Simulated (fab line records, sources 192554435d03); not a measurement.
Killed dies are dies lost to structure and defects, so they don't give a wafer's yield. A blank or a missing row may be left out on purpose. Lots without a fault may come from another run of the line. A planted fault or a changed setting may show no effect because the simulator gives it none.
fab line records | flow n5_finfet
record lots=5 wafers=15 last_day=17
route steps=1938 shown BEOL_M3@968 BEOL_M4@1111 PASSIVATION@1936
lots that met no fault: from a run of the same line without faults
start_h: hours from the record's first day to the start of the lot's first wafer shown | wait_h: hours since the lot's step before | " the same as in the row above | L1.1+2: a row that stands for several wafers | - no value, or no start given | * or withheld: withheld | < > ~ a bound
route shown NAME@n: a module of which the file shows steps, and the number in the route of the first | usual: mean/standard deviation of fault-free wafers | same: alike in all rows | chamber/n: place in a boat | sites: the reading at each site | _std_site: their standard deviation | _edge_site: outer sites' mean less inner sites' | radius_mm: how far each site lies from the wafer's centre | mask NAME#n: copy n | behind: the tool/chamber that last shaped the wafer | hold: why the lot was held/for how many hours/how that ended | device: the transistor (n, p or np) that didn't switch | end of line: the same wafers' tests at the end of the route | a step without rows: its recipe alone | killed: dies lost to structure and defects at the first sort, not the wafer's yield | map: a wafer's dies, x killed, . not, _ none there
set.NAME: the setting as run; set.NAME@STEP: as run at that earlier step | model.NAME: the simulator's own value behind a step, which no gauge read
lots at some steps of the route; a table a step, a row a wafer
services: from which hour (start_h, from the record's first day; less than 0 if before it) a tool's chamber was out of use, for how many hours, and why
## steps
# step N5_BEOL_M3_INSPECT_30
# recipe mode=adi inspect_instrument=brightfield
# usual raw_defect_count=434/85
# columns lot.wafer tool chamber start_h wait_h raw_defect_count
L372.2 defect_inspect-01 - 150.26 0.0 341
L372.4 " - " " 415
L372.5 " - " " 282
L380.1 defect_inspect-02 - 206.52 0.1 427
L380.2 " - " " 389
L380.6 " - " " 364
L383.3 defect_inspect-01 - 219.97 0.0 621
L383.4 " - " " 565
L383.5 " - " " 611
L387.1 defect_inspect-02 - 247.38 0.1 479
L387.2 " - " " 522
L387.5 " - " " 503
L394.1 defect_inspect-02 - 279.99 0.1 498
L394.4 " - " " 378
L394.5 " - " " 420
# step N5_BEOL_M3_DESCUM_33
# recipe chemistry=O2 time_s=7 source_power_w=50 bias_power_w=20 pressure_mtorr=20 rf_frequency_hz=2.712e+07 temp_c=40 resist=CAR-EUV o2_flow_sccm=225
# usual drypump_motor_current_A=5.7/0.44 oes_product_au=0.81/0.098 rf_vpp_V=242.8/1.2 showerhead_plenum_p_Torr=2.08/0.058 throttle_valve_pct=20.34/0.13
# columns lot.wafer tool chamber start_h wait_h drypump_motor_current_A oes_product_au rf_hours_counter_h rf_vpp_V showerhead_plenum_p_Torr throttle_valve_pct
L372.2 rie_diel-02 0 150.29 0.0 6.0 0.71 211 242.6 2.07 20.47
L372.4 " 2 " " 6.0 0.98 - 242.5 2.06 20.41
L372.5 " 0 " " 6.0 0.72 - 243.9 2.07 20.47
L380.1 rie_diel-02 3 206.66 0.1 5.6 0.69 215 245.6 2.16 20.47
L380.2 " 1 " " 6.0 0.95 11 243.9 2.05 20.26
L380.6 " 2 " " 6.0 0.93 - 242.7 2.06 20.45
L383.3 rie_diel-06 3 220.67 0.7 5.9 0.84 66 241.9 2.04 20.21
L383.4 " 2 " " 5.7 0.68 - 241.5 2.06 20.22
L383.5 " 3 " " 5.9 0.84 - 243.1 2.04 20.23
L387.1 rie_diel-02 1 247.41 0.0 6.0 0.94 20 241.4 2.04 20.26
L387.2 " 2 " " 6.0 0.91 31 241.7 2.05 20.45
L387.5 " 1 " " 6.0 0.93 - 244.2 2.04 20.27
L394.1 rie_diel-01 3 280.25 0.3 4.7 0.78 123 241.3 2.02 20.30
L394.4 " 0 " " 5.7 0.72 182 243.5 2.17 20.61
L394.5 " 3 " " 4.7 0.78 - 243.8 2.02 20.30
# step N5_BEOL_M3_ETCH_77
# recipe chemistry=N2/H2 target=underlayer target_depth_a=65 mask_material=CAR-EUV time_s=5.2 ion_energy_ev=200 pressure_mtorr=30 source_w=840 bias_w=150 n2_flow_sccm=200 h2_flow_sccm=200 ends=cleared
# usual drypump_motor_current_A=5.7/0.44 etch_rf_on_time_s=5.19/0.077 oes_product_au=0.69/0.083 rf_fwd_power_W=819.4/2.6 rf_vpp_V=523.3/2.4 showerhead_plenum_p_Torr=2.52/0.074 throttle_valve_pct=17.75/0.19
# columns lot.wafer tool chamber start_h wait_h drypump_motor_current_A etch_rf_on_time_s oes_product_au rf_fwd_power_W rf_hours_counter_h rf_vpp_V showerhead_plenum_p_Torr throttle_valve_pct
L372.2 rie_diel-02 0 150.32 0.0 5.9 5.25 0.61 820.0 211 520.9 2.52 17.91
L372.4 " 2 " " 6.0 5.16 0.84 818.5 - 520.6 2.49 17.67
L372.5 " 0 " " 5.9 5.22 0.62 820.2 - 524.7 2.52 17.89
L380.1 rie_diel-02 3 206.69 0.0 5.6 5.26 0.58 817.7 215 525.0 2.63 18.02
L380.2 " 1 " " 6.0 5.16 0.82 819.9 11 523.1 2.49 17.60
L380.6 " 2 " " 6.0 5.17 0.79 818.7 - 523.4 2.49 17.69
L383.3 rie_diel-06 3 220.70 0.0 5.9 5.12 0.73 815.3 66 523.3 2.47 17.57
L383.4 " 2 " " 5.7 5.28 0.58 816.2 - 522.6 2.51 17.75
L383.5 " 3 " " 5.9 5.10 0.72 818.4 - 522.5 2.47 17.63
L387.1 rie_diel-02 1 247.45 0.0 6.1 5.16 0.80 818.6 20 521.7 2.48 17.62
L387.2 " 2 " " 6.0 5.19 0.78 822.3 31 521.5 2.48 17.73
L387.5 " 1 " " 6.1 5.16 0.79 818.9 - 521.6 2.48 17.60
L394.1 rie_diel-01 3 280.28 0.0 4.7 5.18 0.67 817.4 123 522.5 2.45 17.70
L394.4 " 0 " " 5.8 5.34 0.62 819.8 182 523.7 2.64 18.19
L394.5 " 3 " " 4.7 5.21 0.68 820.4 - 520.8 2.46 17.71
# step N5_BEOL_M3_ETCH_69
# recipe chemistry=CF4 target=SiARC target_depth_a=156 mask_material=CAR-EUV time_s=26 ion_energy_ev=80 pressure_mtorr=40 source_w=545 bias_w=36 Ar_flow_sccm=100 cf4_flow_sccm=100 ends=cleared
# step N5_BEOL_M3_ALD_98
# recipe material=SiO2 target_thk_a=25 temp_c=100 ald_precursor_family=BDEAS ald_co_reactant=O2-plasma pulse_time_s=1 co_reactant_pulse_time_s=1 purge_time_s=2 co_reactant_purge_time_s=2 ald_cycles=17 pressure_torr=2
# step N5_BEOL_M3_ETCHBACK_99
# recipe chemistry=CHF3 target=SiO2 target_depth_a=50 time_s=10.4 source_w=215 bias_w=47 Ar_flow_sccm=200 CHF3_flow_sccm=12 ion_energy_ev=100 pressure_mtorr=30
# usual drypump_motor_current_A=5.6/0.46 oes_product_au=0.81/0.097 rf_vpp_V=239.7/2.3 showerhead_plenum_p_Torr=2.12/0.057 throttle_valve_pct=16.95/0.17
# columns lot.wafer tool chamber start_h wait_h drypump_motor_current_A oes_product_au rf_hours_counter_h rf_vpp_V showerhead_plenum_p_Torr throttle_valve_pct
L372.2 rie_diel-02 2 150.89 0.3 6.0 0.98 5 238.3 2.11 16.89
L372.4 " 0 " " 5.9 0.72 - 239.2 2.14 17.17
L372.5 " 2 " " 6.0 0.98 - 238.0 2.11 16.90
L380.1 rie_diel-02 3 214.44 7.6 5.5 0.68 217 241.0 2.21 17.09
L380.2 " 1 " " 6.0 0.94 13 237.9 2.12 16.94
L380.6 " 2 " " 6.0 0.92 - 239.0 2.10 16.95
L383.3 rie_diel-01 2 220.97 0.1 4.9 0.81 85 241.5 2.09 16.80
L383.4 " 1 " " 5.8 0.75 160 236.5 2.06 16.77
L383.5 " 3 " " 4.7 0.82 - 239.6 2.07 16.82
L387.1 rie_diel-01 1 248.31 0.7 5.8 0.74 170 235.6 2.05 16.79
L387.2 " 0 " " 5.8 0.73 170 242.4 2.24 17.29
L387.5 " 3 " " 4.7 0.81 - 240.8 2.07 16.84
L394.1 rie_diel-02 2 285.90 5.5 6.0 0.89 45 239.4 2.09 16.98
L394.4 " 1 " " 6.0 0.90 - 239.5 2.11 17.00
L394.5 " 3 " " 5.6 0.67 - 241.2 2.20 17.15
# step N5_BEOL_M3_ETCH_70
# recipe chemistry=N2/H2 target=SOC target_depth_a=800 overetch_a=160 mask_material=SiARC temp_c=40 time_s=120 ion_energy_ev=200 pressure_mtorr=30 source_w=840 bias_w=150 n2_flow_sccm=200 h2_flow_sccm=200
# step N5_BEOL_M3_STRIP_71
# recipe chemistry=N2/H2 temp_c=40 n2_flow_sccm=200 h2_flow_sccm=200 rf_frequency_hz=6e+07
# step N5_BEOL_M3_STRIP_78
# recipe chemistry=N2/H2 temp_c=40 n2_flow_sccm=200 h2_flow_sccm=200 rf_frequency_hz=6e+07
# step N5_BEOL_M3_VIA_ETCH_34
# recipe chemistry=C4F6/O2 target_depth_a=694 mask_material=SOC pressure_mtorr=15 ion_energy_ev=250 taper_deg=4 time_s=65.9 source_w=350 bias_w=170 Ar_flow_sccm=300 C4F6_flow_sccm=10 O2_flow_sccm=10
# usual drypump_motor_current_A=5.7/0.47 oes_f_703_au=0.81/0.094 oes_o_777_au=0.81/0.095 oes_product_au=0.81/0.097 rf_fwd_power_W=347.0/1.3 rf_vpp_V=663/6.1 showerhead_plenum_p_Torr=2.81/0.073 throttle_valve_pct=30.60/0.2
# columns lot.wafer tool chamber start_h wait_h drypump_motor_current_A oes_f_703_au oes_o_777_au oes_product_au rf_fwd_power_W rf_hours_counter_h rf_vpp_V showerhead_plenum_p_Torr throttle_valve_pct
L372.2 rie_diel-02 2 151.03 0.0 6.0 0.97 0.97 0.97 347.7 5 660 2.79 30.72
L372.4 " 0 " " 5.9 0.72 0.72 0.72 346.0 - 660 2.82 30.82
L372.5 " 2 " " 6.0 0.97 0.97 0.99 346.7 - 659 2.79 30.73
L380.1 rie_diel-02 3 214.58 0.0 5.5 0.68 0.69 0.68 346.5 217 667 2.91 30.58
L380.2 " 1 " " 6.1 0.93 0.93 0.94 346.3 13 659 2.80 30.75
L380.6 " 2 " " 6.0 0.91 0.92 0.91 347.9 - 661 2.78 30.74
L383.3 rie_diel-01 2 221.10 0.0 5.0 0.80 0.81 0.80 345.8 85 663 2.76 30.50
L383.4 " 1 " " 5.8 0.75 0.76 0.74 346.1 160 653 2.72 30.32
L383.5 " 3 " " 4.7 0.80 0.80 0.81 347.1 - 666 2.74 30.38
L387.1 rie_diel-01 1 248.45 0.0 5.8 0.75 0.74 0.73 347.0 170 654 2.72 30.32
L387.2 " 0 " " 5.7 0.71 0.72 0.72 345.2 170 675 2.96 31.01
L387.5 " 3 " " 4.7 0.79 0.80 0.80 347.7 - 665 2.73 30.38
L394.1 rie_diel-02 2 286.03 0.0 6.0 0.88 0.88 0.89 347.9 45 661 2.77 30.76
L394.4 " 1 " " 6.0 0.89 0.89 0.90 349.6 - 658 2.79 30.76
L394.5 " 3 " " 5.5 0.67 0.67 0.67 348.5 - 665 2.91 30.58
# step N5_BEOL_M3_STRIP_83
# recipe chemistry=C4F6/O2 resist=SiARC rf_frequency_hz=6e+07
# step N5_BEOL_M3_STRIP_36
# recipe chemistry=N2/H2 power_w=450 temp_c=40 pressure_mtorr=20 rf_frequency_hz=6e+07 overash_fraction=0.3 bias_power_w=7 h2_frac=0.5 n2_flow_sccm=200 h2_flow_sccm=200
# step N5_BEOL_M3_TRENCH_ETCH_37
# recipe chemistry=C4F6/O2 target_depth_a=555.55 target=SiOC time_s=29.2 ion_energy_ev=250 pressure_mtorr=30 source_w=355 bias_w=185 Ar_flow_sccm=300 C4F6_flow_sccm=10 O2_flow_sccm=10
# usual drypump_motor_current_A=5.6/0.47 oes_f_703_au=0.81/0.094 oes_o_777_au=0.81/0.094 oes_product_au=0.81/0.097 rf_fwd_power_W=349.6/1.6 rf_vpp_V=663/6.1 showerhead_plenum_p_Torr=2.81/0.073 throttle_valve_pct=20.73/0.17
# columns lot.wafer tool chamber start_h wait_h drypump_motor_current_A oes_f_703_au oes_o_777_au oes_product_au rf_fwd_power_W rf_hours_counter_h rf_vpp_V showerhead_plenum_p_Torr throttle_valve_pct model.BEOL_M3.feature_depth_nm model.etch.depth_nm
L372.2 rie_diel-02 2 151.13 - 6.0 0.96 0.96 0.97 350.4 5 660 2.79 20.74 56 56.06
L372.4 " 0 " " 5.9 0.72 0.72 0.71 347.2 - 657 2.83 20.94 55.4 55.43
L372.5 " 2 " " 6.0 0.98 0.97 0.98 348.0 - 661 2.79 20.73 56.4 56.42
L380.1 rie_diel-02 3 214.68 - 5.6 0.68 0.69 0.68 351.4 218 666 2.92 20.85 55.2 55.16
L380.2 " 1 " " 6.0 1.19 1.17 0.99 433.5 13 590 2.80 20.81 61 60.98
L380.6 " 2 " " 6.0 0.91 0.92 0.92 350.8 - 660 2.78 20.77 55.6 55.63
L383.3 rie_diel-01 2 221.20 - 5.0 0.81 0.82 0.81 349.0 85 662 2.76 20.61 56.4 56.46
L383.4 " 1 " " 5.8 0.76 0.76 0.73 348.8 160 653 2.72 20.52 54.8 54.72
L383.5 " 3 " " 4.7 0.80 0.80 0.82 349.5 - 665 2.74 20.57 55.8 55.87
L387.1 rie_diel-01 1 248.55 - 5.8 0.74 0.75 0.73 348.5 170 653 2.72 20.54 54.8 54.74
L387.2 " 0 " " 5.8 0.71 0.72 0.72 346.7 170 677 2.96 21.11 54.2 54.17
L387.5 " 3 " " 4.7 0.79 0.80 0.80 351.1 - 664 2.74 20.58 55.6 55.66
L394.1 rie_diel-02 2 286.13 - 6.0 0.88 0.89 0.89 350.3 45 661 2.77 20.77 56.6 56.63
L394.4 " 1 " " 6.0 0.89 0.88 0.91 351.8 - 659 2.80 20.81 56.2 56.19
L394.5 " 3 " " 5.5 0.67 0.67 0.68 351.0 - 665 2.91 20.87 55.4 55.31
# step N5_BEOL_M3_ETCH_41
# recipe chemistry=CH3F/O2 target=SiCN target_depth_a=299 taper_deg=2 time_s=52.5 ion_energy_ev=120 mask_material=TiN pressure_mtorr=30 source_w=395 bias_w=75 Ar_flow_sccm=150 CH3F_flow_sccm=30 O2_flow_sccm=20
# step N5_BEOL_M3_STRIP_97
# recipe chemistry=N2/H2 time_s=10 power_w=450 temp_c=40 pressure_mtorr=20 rf_frequency_hz=6e+07 bias_power_w=7 n2_flow_sccm=200 h2_flow_sccm=200
# usual drypump_motor_current_A=5.7/0.46 oes_product_au=0.81/0.097 rf_vpp_V=59.0/0.93 showerhead_plenum_p_Torr=2.51/0.067 throttle_valve_pct=23.53/0.22
# columns lot.wafer tool chamber start_h wait_h drypump_motor_current_A oes_product_au rf_hours_counter_h rf_vpp_V showerhead_plenum_p_Torr throttle_valve_pct
L372.2 rie_diel-02 2 - - 6.0 0.99 5 59.7 2.49 23.52
L372.4 " 0 " " 5.9 0.72 - 60.3 2.51 23.61
L372.5 " 2 " " 6.0 0.99 - 59.1 2.49 23.52
L380.1 rie_diel-02 3 - - 5.6 0.70 218 58.7 2.62 23.80
L380.2 " 1 " " 6.1 0.96 13 59.2 2.48 23.31
L380.6 " 2 " " 6.0 0.93 - 59.5 2.48 23.55
L383.3 rie_diel-01 2 - - 5.0 0.80 85 57.5 2.47 23.53
L383.4 " 1 " " 5.8 0.74 160 58.6 2.43 23.35
L383.5 " 3 " " 4.7 0.82 - 58.7 2.46 23.43
L387.1 rie_diel-01 1 - - 5.8 0.74 170 59.5 2.43 23.36
L387.2 " 0 " " 5.7 0.73 170 60.1 2.64 24.06
L387.5 " 3 " " 4.7 0.80 - 58.5 2.45 23.45
L394.1 rie_diel-02 2 - - 6.0 0.89 45 59.4 2.47 23.57
L394.4 " 1 " " 6.0 0.91 - 58.5 2.47 23.34
L394.5 " 3 " " 5.6 0.68 - 60.4 2.61 23.81
# step N5_BEOL_M3_OCD_MEAS_38
# usual trench_depth_nm=55.5/0.84
# columns lot.wafer tool chamber start_h wait_h trench_depth_nm
L372.2 ocd-01 - 151.28 - 56.1
L372.4 " - " " 55.5
L372.5 " - " " 56.6
L380.1 ocd-02 - 214.83 - 55.4
L380.2 " - " " 61.1
L380.6 " - " " 55.8
L383.3 ocd-01 - 221.36 - 56.3
L383.4 " - " " 54.6
L383.5 " - " " 55.6
L387.1 ocd-01 - 248.70 - 54.2
L387.2 " - " " 54.2
L387.5 " - " " 55.2
L394.1 ocd-01 - 286.29 - 56.5
L394.4 " - " " 56.2
L394.5 " - " " 55.6
# step N5_BEOL_M3_HM_STRIP_39
# recipe chemistry=peroxide_tin_strip material=TiN target_depth_a=250 temp_c=50 time_s=158
# step N5_BEOL_M4_RC_MEAS_101
# usual DIBL_N=35.9/1.3 DIBL_P=35.9/1.6 IOFF_N=0.156/0.022 IOFF_P=0.205/0.023 ION_N=675/9 ION_P=463/5.6 SS_N=71.4/0.57 SS_P=73.1/0.52 VT_N=249.7/2.8 VT_P=-250.2/2.5
# columns lot.wafer tool chamber start_h wait_h DIBL_N[mV/V] DIBL_P[mV/V] IOFF_N[nA/um] IOFF_P[nA/um] ION_N[uA/um] ION_P[uA/um] SS_N[mV/dec] SS_P[mV/dec] VT_N[mV] VT_P[mV]
L372.2 prober-02 0 172.29 0.2 34.8 32.9 0.145 0.205 679 466 71.4 72.8 247.0 -247.6
L372.4 " 0 " " 34.4 33.7 0.148 0.208 678 471 70.7 73.6 247.8 -248.8
L372.5 " 0 " " 35.3 34.4 0.157 0.222 685 469 71.1 72.9 246.2 -248.8
L380.1 prober-01 0 225.57 0.0 37.9 37.4 0.188 0.236 692 469 71.6 73.8 248.8 -246.2
L380.2 " 0 " " 35.0 34.0 0.141 0.190 678 467 70.9 72.8 251.5 -251.7
L380.6 " 0 " " 35.1 34.1 0.135 0.189 668 458 70.7 73.1 251.8 -250.8
L383.3 prober-02 0 233.28 0.3 36.6 35.9 0.159 0.220 682 467 71.4 72.7 248.3 -248.0
L383.4 " 0 " " 34.5 33.8 0.131 0.188 680 460 71.2 72.5 251.7 -251.3
L383.5 " 0 " " 37.5 37.5 0.188 0.251 693 467 71.5 73.6 245.9 -246.2
L387.1 prober-01 0 261.86 0.0 36.7 36.3 0.175 0.212 687 465 71.4 73.1 246.5 -249.9
L387.2 " 0 " " 35.9 36.1 0.151 0.206 672 458 71.3 73.5 252.0 -252.1
L387.5 " 0 " " 36.6 36.7 0.170 0.218 690 464 72.5 72.6 245.9 -250.7
L394.1 prober-02 0 298.27 0.0 37.7 36.7 0.173 0.202 683 462 71.7 73.5 249.6 -254.5
L394.4 " 0 " " 37.9 36.8 0.175 0.203 681 460 72.3 73.8 248.5 -252.4
L394.5 " 0 " " 39.2 38.4 0.201 0.235 679 462 72.1 73.6 249.6 -252.1
# step N5_PASSIVATION_PROBE_49
# usual defect_limited_yield=91.3/1.4 killed_at_M0_to_M3=35/11 killed_at_M4_up=14/5.4 killed_at_contacts=12/6.2 killed_at_front_end=38/11 killed_at_other=4.1/2.8 killed_dies=103/17 killed_on_rim=13/4 killed_open=66/13 killed_short=34/8.2 sort_bin_5_function=5.1/0.89 sort_bin_6_memory=3.3/0.72 sort_bin_8_speed=0.00/0.0099 sort_n_pass=1077/17 sort_yield_pct=91.3/1.4
# same gross_dies=1180 killed_at_back_side=0 sort_bin_4_leakage[%]=0
# columns lot.wafer tool chamber start_h wait_h defect_limited_yield[%] killed_at_M0_to_M3 killed_at_M4_up killed_at_contacts killed_at_front_end killed_at_other killed_dies killed_on_rim killed_open killed_short sort_bin_5_function[%] sort_bin_6_memory[%] sort_bin_8_speed[%] sort_n_pass sort_yield_pct[%]
L372.2 prober-02 - 266.56 0.1 91.7 43 13 3 38 1 98 19 61 35 4.7 3.4 0 1082 91.7
L372.4 prober-02 - 266.66 0.2 91.6 40 11 12 34 2 99 14 70 27 4.7 3.3 0 1081 91.6
L372.5 prober-02 - 266.71 0.2 91.3 40 13 7 38 5 103 9 65 36 4.7 3.8 0 1077 91.3
L383.3 prober-02 - 339.51 0.1 92.8 23 24 15 20 3 85 13 51 34 5.0 1.9 0 1095 92.8
# killed by level:class
L372.2 STI_FIN_REVEAL:geometric_particle:open=12 BEOL_M0_SAQP:geometric_particle:open=12 BEOL_M0_SAQP:geometric_particle:short=10 BEOL_M3:geometric_particle:open=10 BEOL_M4:geometric_particle:open=8 BEOL_M2:geometric_particle:open=6 FIN_SAQP:geometric_particle:short=4 STI_FIN_REVEAL:geometric_particle:short=4
L372.4 FIN_SAQP:geometric_particle:open=10 MOL_CONTACT_COAG:geometric_particle:open=10 FIN_SAQP:geometric_particle:short=7 STI_FIN_REVEAL:geometric_particle:open=7 BEOL_M0_SAQP:geometric_particle:open=7 BEOL_M0:geometric_particle:open=7 BEOL_M1:geometric_particle:open=5 BEOL_M0:geometric_particle:short=5
L372.5 BEOL_M0_SAQP:geometric_particle:short=9 STI_FIN_REVEAL:geometric_particle:open=8 BEOL_M0_SAQP:geometric_particle:open=8 BEOL_M4:geometric_particle:open=8 FIN_SAQP:geometric_particle:open=7 GATE_CUT:geometric_particle:short=6 MOL_CONTACT_COAG:geometric_particle:open=6 FIN_SAQP:geometric_particle:short=5
L383.3 MOL_CONTACT_COAG:geometric_particle:open=10 BEOL_M4:geometric_particle:open=10 BEOL_M2:geometric_particle:open=8 BEOL_M4:geometric_particle:short=7 BEOL_M0_SAQP:geometric_particle:short=7 BEOL_M7:geometric_particle:open=5 MOL_CONTACT_COAG:geometric_particle:short=5 BEOL_M0_SAQP:geometric_particle:open=5
## services
# columns tool chamber start_h hours kind
rie_diel-06 1 128.14 16.7 repair
rie_diel-02 1 131.21 - clean
rie_diel-02 1 131.21 - consumable_replace:focus_ring
rie_diel-02 1 131.21 37.2 scheduled_down
rie_diel-02 1 131.21 37.2 vent_cycle
rie_diel-02 2 132.32 6.3 repair
rie_diel-06 2 142.69 23.3 repair
rie_diel-02 - 215.56 14.6 pm
rie_diel-01 - 231.04 0.4 repair
rie_diel-06 - 276.05 14.6 pm
rie_diel-02 - 279.98 0.2 repair
rie_diel-02 0 283.46 - clean
rie_diel-02 0 283.46 - consumable_replace:focus_ring
rie_diel-02 0 283.46 27.3 scheduled_down
rie_diel-02 0 283.46 27.3 vent_cycle
## key
first_sign step=N5_BEOL_M3_TRENCH_ETCH_37 reading=rf_fwd_power_W direction=up sigmas=53 usual=* struck=*
effect step=N5_BEOL_M3_TRENCH_ETCH_37 reading=rf_vpp_V direction=down sigmas=12 usual=663 struck=590
effect step=N5_BEOL_M3_OCD_MEAS_38 reading=trench_depth_nm direction=up sigmas=6.6 usual=55.5 struck=61.1
model_effect step=N5_BEOL_M3_TRENCH_ETCH_37 value=BEOL_M3.feature_depth_nm without=56 struck=61
met_at N5_BEOL_M3_TRENCH_ETCH_37
struck_wafers L380.2
fault kind=process_parameter_drift tool=rie_diel-02 chamber=1 onset_h=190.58 steps=N5_BEOL_M3_TRENCH_ETCH_37 channel=source_w offset=85.2 shape=step end_h=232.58 acts_in=these_recipes_only stated=355
